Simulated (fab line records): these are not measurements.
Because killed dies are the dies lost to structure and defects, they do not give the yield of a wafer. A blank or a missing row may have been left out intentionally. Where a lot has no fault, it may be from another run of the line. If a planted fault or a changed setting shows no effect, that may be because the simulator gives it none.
Matching of chambers / flow nand-harc / NHARC_P_M2_ETCH_35 on rie-diel-03 has 4 sister chambers
The step etches the open film in N2/H2, target depth 40 nm, overetch 12 nm, time 43.94 s. 14 wafers are shown with their chamber, then 7 later ones without.

WAFERS PAIRED WITH THEIR CHAMBERS
wafer=L400.3; chamber=3; drypump-motor-current-A (A)=5.8; rf-vpp-V (V)=427; oes-product-au (a.u.)=0.990
wafer=L400.4; chamber=0; drypump-motor-current-A (A)=4.7; rf-vpp-V (V)=428; oes-product-au (a.u.)=0.999
wafer=L400.6; chamber=3; drypump-motor-current-A (A)=5.8; rf-vpp-V (V)=427; oes-product-au (a.u.)=0.988
wafer=L406.2; chamber=1; drypump-motor-current-A (A)=6.0; rf-vpp-V (V)=433; oes-product-au (a.u.)=1.005
wafer=L406.3; chamber=3; drypump-motor-current-A (A)=5.8; rf-vpp-V (V)=427; oes-product-au (a.u.)=0.994
wafer=L406.4; chamber=0; drypump-motor-current-A (A)=4.7; rf-vpp-V (V)=427; oes-product-au (a.u.)=1.019
wafer=L409.1; chamber=3; drypump-motor-current-A (A)=5.7; rf-vpp-V (V)=428; oes-product-au (a.u.)=0.991
wafer=L409.4; chamber=2; drypump-motor-current-A (A)=6.2; rf-vpp-V (V)=436; oes-product-au (a.u.)=1.006
wafer=L409.6; chamber=2; drypump-motor-current-A (A)=6.2; rf-vpp-V (V)=435; oes-product-au (a.u.)=1.006
wafer=L410.2; chamber=1; drypump-motor-current-A (A)=6.0; rf-vpp-V (V)=434; oes-product-au (a.u.)=1.004
wafer=L410.3; chamber=3; drypump-motor-current-A (A)=5.7; rf-vpp-V (V)=427; oes-product-au (a.u.)=0.994
wafer=L410.5; chamber=0; drypump-motor-current-A (A)=4.8; rf-vpp-V (V)=427; oes-product-au (a.u.)=1.021
wafer=L421.3; chamber=3; drypump-motor-current-A (A)=5.7; rf-vpp-V (V)=426; oes-product-au (a.u.)=1.008
wafer=L421.5; chamber=3; drypump-motor-current-A (A)=5.8; rf-vpp-V (V)=430; oes-product-au (a.u.)=1.016

SIGNATURES (averages over the wafers above)
reading=drypump-motor-current-A; chamber 0=4.733; chamber 1=6.000; chamber 2=6.200; chamber 3=5.757; scatter within a chamber=0.0488
reading=rf-vpp-V; chamber 0=427.33; chamber 1=433.50; chamber 2=435.50; chamber 3=427.43; scatter within a chamber=1.07
reading=oes-product-au; chamber 0=1.01300; chamber 1=1.00450; chamber 2=1.00600; chamber 3=0.99729; scatter within a chamber=0.00981
Rule: a wafer's distance from a chamber is the root of the sum, over the readings, of the square of ((its reading less the chamber's mean) divided by the reading's scatter). If the next closest chamber is less than 2 further off than the closest, the wafer can't be placed; otherwise it belongs to the closest. The scatter is the square root of a quotient: the sum, over the shown wafers, of each reading's squared deviation from its chamber's mean, divided by wafers minus chambers.

WAFERS MISSING THEIR CHAMBER
wafer=L421.6; drypump-motor-current-A (A)=4.7; rf-vpp-V (V)=428; oes-product-au (a.u.)=1.009
wafer=L422.1; drypump-motor-current-A (A)=6.0; rf-vpp-V (V)=433; oes-product-au (a.u.)=1.001
wafer=L422.2; drypump-motor-current-A (A)=5.8; rf-vpp-V (V)=427; oes-product-au (a.u.)=1.012
wafer=L422.4; drypump-motor-current-A (A)=6.0; rf-vpp-V (V)=432; oes-product-au (a.u.)=1.010
wafer=L423.2; drypump-motor-current-A (A)=6.2; rf-vpp-V (V)=434; oes-product-au (a.u.)=0.999
wafer=L423.3; drypump-motor-current-A (A)=6.0; rf-vpp-V (V)=433; oes-product-au (a.u.)=1.016
wafer=L423.4; drypump-motor-current-A (A)=5.7; rf-vpp-V (V)=428; oes-product-au (a.u.)=1.017

THE CHAMBER EACH PASSED THROUGH
wafer=L421.6; from the rows above=0; in truth=0
wafer=L422.1; from the rows above=1; in truth=1
wafer=L422.2; from the rows above=3; in truth=3
wafer=L422.4; from the rows above=1; in truth=1
wafer=L423.2; from the rows above=2; in truth=2
wafer=L423.3; from the rows above=1; in truth=1
wafer=L423.4; from the rows above=3; in truth=3
Placed correctly: 7 of 7. From these rows, 0 cannot be placed. 0 placed wrongly.
